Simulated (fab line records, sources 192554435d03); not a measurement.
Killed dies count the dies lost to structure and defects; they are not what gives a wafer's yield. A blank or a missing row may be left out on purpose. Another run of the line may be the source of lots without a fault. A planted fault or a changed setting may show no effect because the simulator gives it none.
Chamber matching ; flow n5_finfet ; rie_diel-05 running N5_BEOL_M15_DESCUM_15: 4 sister chambers
The step chemistry O2, time 7.9 s. 4 wafers are shown with their chamber, then 10 later ones without.

## EACH WAFER AND ITS CHAMBER
wafer;chamber;showerhead_plenum_p_Torr (Torr)
L091.1;3;2.15
L091.3;0;2.20
L091.4;2;2.23
L091.5;1;2.06

## WAFERS WHOSE CHAMBER IS MISSING
wafer;showerhead_plenum_p_Torr (Torr)
L091.6;2.23
L093.4;2.23
L093.5;2.23
L093.6;2.15
L096.3;2.23
L096.5;2.23
L096.6;2.06
L097.1;2.05
L097.3;2.23
L097.5;2.20

## THE CHAMBER EACH PASSED THROUGH
wafer;from the rows above;in truth
L091.6;2;2
L093.4;2;2
L093.5;2;2
L093.6;3;3
L096.3;2;2
L096.5;2;2
L096.6;1;1
L097.1;1;1
L097.3;2;2
L097.5;0;0
Correctly placed: 10 of 10. From these rows, 0 cannot be placed. Placed wrongly: 0.
How it was worked out, from the rows above alone: a wafer's distance from a chamber is the root of the sum, over the readings, of the square of ((its reading less the chamber's mean) divided by the reading's scatter). If the next closest chamber is less than 2 further off than the closest, the wafer can't be placed; otherwise it belongs to the closest. The mean given for a chamber averages the wafers shown for that chamber. The scatter (one wafer shown for each chamber): square how far every hidden wafer sits from the nearest shown wafer, average those squares and take the square root.
